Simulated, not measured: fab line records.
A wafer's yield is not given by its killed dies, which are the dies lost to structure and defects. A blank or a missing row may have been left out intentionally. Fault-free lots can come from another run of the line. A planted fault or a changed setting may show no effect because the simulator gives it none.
Matching of chambers ; flow nand harc ; NHARC_A_STAIRCASE_ETCH_313 on rie diel-11: 4 sister chambers
The step etches the open film in CF4/CHF3. 16 wafers are shown with their chamber, then 8 later ones without.

WAFERS, EACH WITH ITS CHAMBER
wafer;chamber;drypump motor current A (A);showerhead plenum p Torr (Torr);rf vpp V (V)
L077.1;1;5.2;1.48;367.2
L077.4;2;6.5;1.60;372.6
L077.6;3;5.9;1.56;369.8
L076.1;3;5.9;1.56;370.5
L076.2;2;6.5;1.59;370.2
L076.5;2;6.5;1.60;373.2
L078.1;3;5.9;1.55;370.4
L078.3;1;5.2;1.48;368.2
L078.5;0;6.0;1.59;370.2
L082.2;1;5.2;1.48;366.9
L082.3;0;6.1;1.59;372.3
L082.5;3;5.9;1.55;369.5
L081.2;2;6.5;1.59;371.2
L081.3;3;5.9;1.55;370.1
L081.5;3;5.9;1.55;370.2
L088.1;2;6.5;1.59;371.5

SIGNATURES (averages over the wafers above)
reading;chamber 0;chamber 1;chamber 2;chamber 3;scatter within a chamber
drypump motor current A;6.050;5.200;6.500;5.900;0.0204
showerhead plenum p Torr;1.5900;1.4800;1.5940;1.5533;0.00459
rf vpp V;371.250;367.433;371.740;370.083;0.887
Rule: a wafer's distance from a chamber is the root of the sum, over the readings, of the square of ((its reading less the chamber's mean) divided by the reading's scatter). The wafer belongs to the nearest chamber; if the next one is less than 2 further off, it can't be placed. The scatter: the root of (the sum of the squares of (reading less its chamber's mean) over the shown wafers, divided by (wafers less chambers)).

WAFERS MISSING THEIR CHAMBER
wafer;drypump motor current A (A);showerhead plenum p Torr (Torr);rf vpp V (V)
L088.2;5.2;1.48;367.2
L088.4;5.9;1.55;370.8
L087.3;5.2;1.48;368.3
L087.4;6.5;1.59;371.6
L087.5;5.9;1.55;370.5
L095.2;6.5;1.58;371.5
L095.4;5.9;1.54;370.9
L095.5;6.0;1.58;369.7

EACH ONE'S CHAMBER
wafer;from the rows above;in truth
L088.2;1;1
L088.4;3;3
L087.3;1;1
L087.4;2;2
L087.5;3;3
L095.2;2;2
L095.4;3;3
L095.5;0;0
Correct placement for 8 of the 8. Left unplaced by these rows: 0. 0 placed wrongly.
